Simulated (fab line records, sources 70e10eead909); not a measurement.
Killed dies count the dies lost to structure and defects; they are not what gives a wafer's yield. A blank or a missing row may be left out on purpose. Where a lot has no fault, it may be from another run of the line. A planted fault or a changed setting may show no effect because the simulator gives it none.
Which tool is to blame? | flow nandHarc | Sampling: 13 lots, 39 wafers, 4 of 1302 route steps

## WHAT THE GAUGES READ, wafer by wafer
NHARC_A_BONDPAD_CD_MEAS_13.
lot  | measured     | on       | cdNm (nm)
L970 | day 22 23:53 | cdSem-03 | 497.4 500.1 497.7
L971 | day 23 19:42 | cdSem-03 | 500.0 498.2 496.1
L973 | day 23 22:06 | cdSem-01 | 500.0 499.5 499.9
L974 | day 24 11:12 | cdSem-02 | 500.5 499.7 498.6
L975 | day 25 21:53 | cdSem-01 | 497.9 500.0 500.0
L978 | day 27 02:34 | cdSem-03 | 499.9 497.4 499.9
L985 | day 29 06:23 | cdSem-01 | 498.1 499.4 498.9
L986 | day 29 08:53 | cdSem-01 | 500.1 501.7 501.0
L988 | day 30 15:31 | cdSem-03 | 499.8 500.9 502.4
L989 | day 30 07:50 | cdSem-01 | 500.2 498.0 499.2
L990 | day 31 12:07 | cdSem-01 | 500.8 498.6 497.6
L991 | day 32 01:56 | cdSem-01 | 498.1 496.8 497.8
L993 | day 32 08:57 | cdSem-01 | 497.9 497.8 498.0

NHARC_END_SORT_01.
lot  | measured     | on        | defectLimitedYield (%) | killedAtArray | killedAtOther | killedAtPeriphery | killedDies | killedOpen | killedShort
L985 | day 30 16:22 | prober-02 | 93 95 80               | 42 33 31      | 0 1 1         | 5 1 106           | 47 35 138  | 2 2 1      | 4 3 3
L993 | day 33 16:28 | prober-02 | 88 85 90               | 75 98 68      | 2 2 1         | 1 3 1             | 78 103 70  | 2 2 2      | 2 6 1

## WHAT TOOL EACH LOT RAN ON (gives the tool, then ch and the chambers of the sampled wafers, and finally the start)
lot  | NHARC_P_M1_ETCH_35                | NHARC_A_BONDPAD_ETCH_34
L970 | rieDiel-09 ch 1,2, day 6 09:49    | rieDiel-04 ch 2,3, day 22 23:38
L971 | rieDiel-02 ch 0,2, day 6 14:52    | rieDiel-13 ch 0,1,2, day 23 19:28
L973 | rieDiel-09 ch 1,2,3, day 7 18:08  | rieDiel-03 ch 1,3, day 23 21:52
L974 | rieDiel-09 ch 1,3, day 7 21:25    | rieDiel-13 ch 1,3, day 24 10:58
L975 | rieDiel-09 ch 1,2,3, day 8 16:38  | rieDiel-04 ch 0,2,3, day 25 21:40
L978 | rieDiel-09 ch 0,1,3, day 9 17:06  | rieDiel-13 ch 1,2,3, day 27 02:20
L985 | rieDiel-02 ch 1,2,3, day 12 18:19 | rieDiel-04 ch 0,2,3, day 29 06:09
L986 | rieDiel-09 ch 0,1,3, day 12 18:29 | rieDiel-04 ch 0,2,3, day 29 08:40
L988 | rieDiel-09 ch 1,3, day 13 21:23   | rieDiel-03 ch 1,2,3, day 30 15:17
L989 | rieDiel-09 ch 1,2,3, day 13 22:52 | rieDiel-04 ch 0,1,2, day 30 07:37
L990 | rieDiel-08 ch 0,2,3, day 14 12:15 | rieDiel-04 ch 0,1,3, day 31 11:52
L991 | rieDiel-09 ch 0,2,3, day 14 17:39 | rieDiel-03 ch 0,3, day 32 01:43
L993 | rieDiel-09 ch 0,1,2, day 15 18:43 | rieDiel-04 ch 1,2, day 32 08:43
- NHARC_P_M1_ETCH_35: etches the open film in N2/H2, target depth 40 nm, overetch 12 nm, time 43.94 s.
- NHARC_A_BONDPAD_ETCH_34: etches the open film in N2/H2, target depth 60 nm, overetch 18 nm, time 65.91 s.

## AS READ BY THE TOOLS THEMSELVES (means over the sampled wafers that have a number; for cases with no such wafer, the mark the record gives instead)
NHARC_P_M1_ETCH_35.
lot  | tool       | drypumpMotorCurrentA (A) | oesProductAu (a.u.) | rfVppV (V) | showerheadPlenumPTorr (Torr) | throttleValvePct (%)
L970 | rieDiel-09 | 5.6                      | 1.002               | 427.9      | 1.97                         | 14.170
L971 | rieDiel-02 | 5.5                      | 1.007               | 427.5      | 1.96                         | 14.164
L973 | rieDiel-09 | 5.5                      | 1.011               | 429.3      | 2.02                         | 14.181
L974 | rieDiel-09 | 5.3                      | 1.001               | 429.7      | 2.00                         | 14.172
L975 | rieDiel-09 | 5.5                      | 1.005               | 429.8      | 2.02                         | 14.158
L978 | rieDiel-09 | 5.5                      | 1.004               | 430.4      | 2.05                         | 14.163
L985 | rieDiel-02 | 5.5                      | 1.002               | 430.6      | 2.02                         | 14.179
L986 | rieDiel-09 | 5.5                      | 0.996               | 430.9      | 2.05                         | 14.156
L988 | rieDiel-09 | 5.3                      | 1.001               | 429.4      | 2.00                         | 14.171
L989 | rieDiel-09 | 5.5                      | 1.001               | 429.7      | 2.02                         | 14.167
L990 | rieDiel-08 | 5.8                      | 0.993               | 429.1      | 2.01                         | 14.174
L991 | rieDiel-09 | 5.7                      | 0.994               | 432.3      | 2.11                         | 14.175
L993 | rieDiel-09 | 5.7                      | 1.000               | 431.1      | 2.06                         | 14.175

NHARC_A_BONDPAD_ETCH_34.
lot  | tool       | drypumpMotorCurrentA (A) | oesProductAu (a.u.) | rfVppV (V) | showerheadPlenumPTorr (Torr) | throttleValvePct (%)
L970 | rieDiel-04 | 6.2                      | 1.003               | 433.3      | 2.13                         | 14.181
L971 | rieDiel-13 | 5.6                      | 0.998               | 430.2      | 2.03                         | 14.178
L973 | rieDiel-03 | 5.6                      | 1.000               | 432.0      | 2.07                         | 14.179
L974 | rieDiel-13 | 5.3                      | 0.995               | 432.1      | 2.08                         | 14.163
L975 | rieDiel-04 | 5.7                      | 0.995               | 432.4      | 2.10                         | 14.175
L978 | rieDiel-13 | 5.2                      | 0.989               | 430.0      | 2.02                         | 14.169
L985 | rieDiel-04 | 5.7                      | 0.997               | 432.0      | 2.10                         | 14.169
L986 | rieDiel-04 | 5.7                      | 0.998               | 432.4      | 2.10                         | 14.173
L988 | rieDiel-03 | 5.8                      | 1.012               | 431.4      | 2.04                         | 14.176
L989 | rieDiel-04 | 5.5                      | 1.001               | 431.7      | 2.07                         | 14.167
L990 | rieDiel-04 | 5.2                      | 0.999               | 429.4      | 2.01                         | 14.167
L991 | rieDiel-03 | 5.7                      | 1.007               | 430.3      | 2.04                         | 14.172
L993 | rieDiel-04 | 5.6                      | 0.998               | 429.7      | 2.01                         | 14.175

## THE ANSWER, worked out from the rows above alone
Rule: the lots themselves supply what counts as usual. The widest of any qualifying gaps counts: lots, ordered by their means at a reading, are off when they make up no more than a third of the lots, leave a main group of 4 or more, and stand apart from it by 3 or more times the standard deviation of that group's means. A main group is skipped when, at the precision printed for the reading in the tables above, its means are all equal. A lot without any number at a reading at which 4 lots or more have one is off too. The other lots that the step has rows for count as sound. After the gauges, taken in route order, come the tools' own readings; for these a lot's mean is taken, as printed above. The first step at which some lot is off is used, and at that step the reading that is off furthest; a lot without a number counts as furthest.
Nothing can be told from this: no lot is off at any reading shown.

## WHAT THE SIMULATOR HAD INSERTED
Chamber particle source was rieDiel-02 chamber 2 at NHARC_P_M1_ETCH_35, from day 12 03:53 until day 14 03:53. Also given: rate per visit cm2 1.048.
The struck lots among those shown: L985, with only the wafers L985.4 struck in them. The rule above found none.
